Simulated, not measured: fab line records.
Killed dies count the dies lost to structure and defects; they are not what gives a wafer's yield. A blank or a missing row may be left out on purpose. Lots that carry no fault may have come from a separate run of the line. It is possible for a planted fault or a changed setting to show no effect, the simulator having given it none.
Struck lot and sound lot, side by side + flow n5-finfet + 39 out of 1938 route steps
Sound: these wafers, L476.1, L476.2, L476.4. Wafers struck: L463.1, L463.4, L463.5. The cause is named last.
For every step that has rows: the tool of each side, followed by ch and its chambers, followed by its first start. Under that, the readings that differ: sound wafers + struck wafers + difference of the means + sigmas: that difference in standard deviations of wafers without a fault.
alike: readings whose means differ by less than 2 such deviations, and words and numbers that are the same on both sides. not compared: withheld readings, readings that some wafer has no value for, bounds like >300 that may hide the same value, and numbers for which the record gives no deviation and whose values overlap.
Wherever a step has rows on one side only, a row that says differs or no value, or a row with sigmas, the two part there. When numbers do not overlap yet have no deviation, they are printed without sigmas and do not part them. A reading missing from all wafers of one side parts the sides only when that side holds two or more wafers.

first, 11 steps without rows for these wafers: N5_BEOL_M1_ANNEAL_91 (time 240 s); N5_BEOL_M1_SPUTTER_92 (material Cu, target thk 4.5 nm, time 8.29 s); N5_BEOL_M1_ANNEAL_93 (time 240 s); N5_BEOL_M1_SPUTTER_94 (material Cu, target thk 4.5 nm, time 8.29 s); N5_BEOL_M1_ANNEAL_95 (time 240 s); N5_BEOL_M1_SPUTTER_96 (material Cu, target thk 4.5 nm, time 8.29 s); N5_BEOL_M1_ECD_50 (material Cu, target thk 300 nm); N5_BEOL_M1_ANNEAL_51 (time 90 s); N5_BEOL_M1_CMP_52 (polishes, stops on SiOC, t overpolish 6.8 s, target thk 40 nm); N5_BEOL_M1_PRE_CLEAN_60 (time 15 s); N5_BEOL_M1_CO_CAP_55 (material Co, precursor CCTBA/H2, target thk 2 nm, time 102.1 s).
N5_BEOL_M1_PRE_CLEAN_56: time 15 s.
  sound on pecvd-04 ch 0,1,2, day 12 02:52; struck on pecvd-01 ch 1,2, day 8 20:27
then, 1 step without rows for these wafers: N5_BEOL_M1_DEP_57 (deposits SiCN from 3MS/NH3, target thk 8 nm, time 14 s).
N5_BEOL_M1_INSPECT_59: inspects for defects (darkfield).
  struck on defect-inspect-02, day 8 20:34; sound on defect-inspect-02, day 12 02:59
| reading          | sound    | struck         | difference | sigmas |
|------------------|----------|----------------|------------|--------|
| raw-defect-count | 85 88 76 | 1230 1237 1252 | +1157      | +50    |
then, 12 steps without rows for these wafers: N5_BEOL_M2_ILD_DEP_00 (deposits SiOC from DEMS/O2, target thk 79 nm, time 15.3 s); N5_BEOL_M2_PECVD_72 (deposits SiO2 from TEOS/O2, target thk 16 nm, time 18 s); N5_BEOL_M2_HM_DEP_02 (deposits TiN, target thk 20 nm); N5_BEOL_M2_COAT_61 (time 60 s, resist thk 60 nm); N5_BEOL_M2_COAT_62 (time 60 s, resist thk 12 nm); N5_BEOL_M2_COAT_73 (time 60 s, resist thk 5 nm); N5_BEOL_M2_COAT_05 (resist thk 30 nm); N5_BEOL_M2_EBR_07; N5_BEOL_M2_SOFTBAKE_06 (time 60 s); N5_BEOL_M2_EXPOSE_08 (exposes mask M2); N5_BEOL_M2_PEB_09 (peb time 60 s); N5_BEOL_M2_DEVELOP_10 (develop time 30 s).
N5_BEOL_M2_INSPECT_13: inspects for defects (brightfield).
  struck on defect-inspect-01, day 8 22:12; sound on defect-inspect-02, day 12 05:32
| reading          | sound       | struck         | difference | sigmas |
|------------------|-------------|----------------|------------|--------|
| raw-defect-count | 412 331 346 | 1551 1529 1604 | +1198      | +13    |
then, 9 steps without rows for these wafers: N5_BEOL_M2_DESCUM_16 (chemistry O2, time 7 s); N5_BEOL_M2_ETCH_74 (etches underlayer in N2/H2, target depth 6.5 nm, time 5.2 s); N5_BEOL_M2_ETCH_63 (etches SiARC in CF4, target depth 15.6 nm, time 26 s); N5_BEOL_M2_ETCH_64 (etches SOC in N2/H2, target depth 75 nm, overetch 22.5 nm, time 121.9 s); N5_BEOL_M2_STRIP_65 (strips in N2/H2); N5_BEOL_M2_STRIP_75 (strips in N2/H2); N5_BEOL_M2_STRIP_66 (strips in CF4); N5_BEOL_M2_HM_OPEN_17 (chemistry Cl2/BCl3, target TiN, target depth 20 nm, overetch 6 nm); N5_BEOL_M2_STRIP_19 (strips in O2).
N5_BEOL_M2_INSPECT_30: inspects for defects (brightfield).
  struck on defect-inspect-01, day 8 23:17; sound on defect-inspect-02, day 12 07:03
| reading          | sound       | struck         | difference | sigmas |
|------------------|-------------|----------------|------------|--------|
| raw-defect-count | 386 357 361 | 1583 1536 1598 | +1204      | +13    |
N5_BEOL_M4_RC_MEAS_101:
  sound on prober-02 ch 0, day 14 01:45; struck on prober-01 ch 0, day 10 10:29
  alike: DIBL_N, DIBL_P, IOFF_N, IOFF_P, ION_N, ION_P, SS_N, SS_P, VT_N, VT_P
-- record jumps: 5 days separate the struck wafers' starts on either side; left off in module BEOL_M4, taken up again in module PASSIVATION, whose first shown step is the route's number 1936 --
N5_PASSIVATION_PROBE_49:
  only the struck wafers here have rows in the record (prober-02, day 15 04:29); the sound ones have none

## WHERE THEY PART
First at N5_BEOL_M1_INSPECT_59; last, within this record, at N5_PASSIVATION_PROBE_49.

WHY: what the simulator had put in
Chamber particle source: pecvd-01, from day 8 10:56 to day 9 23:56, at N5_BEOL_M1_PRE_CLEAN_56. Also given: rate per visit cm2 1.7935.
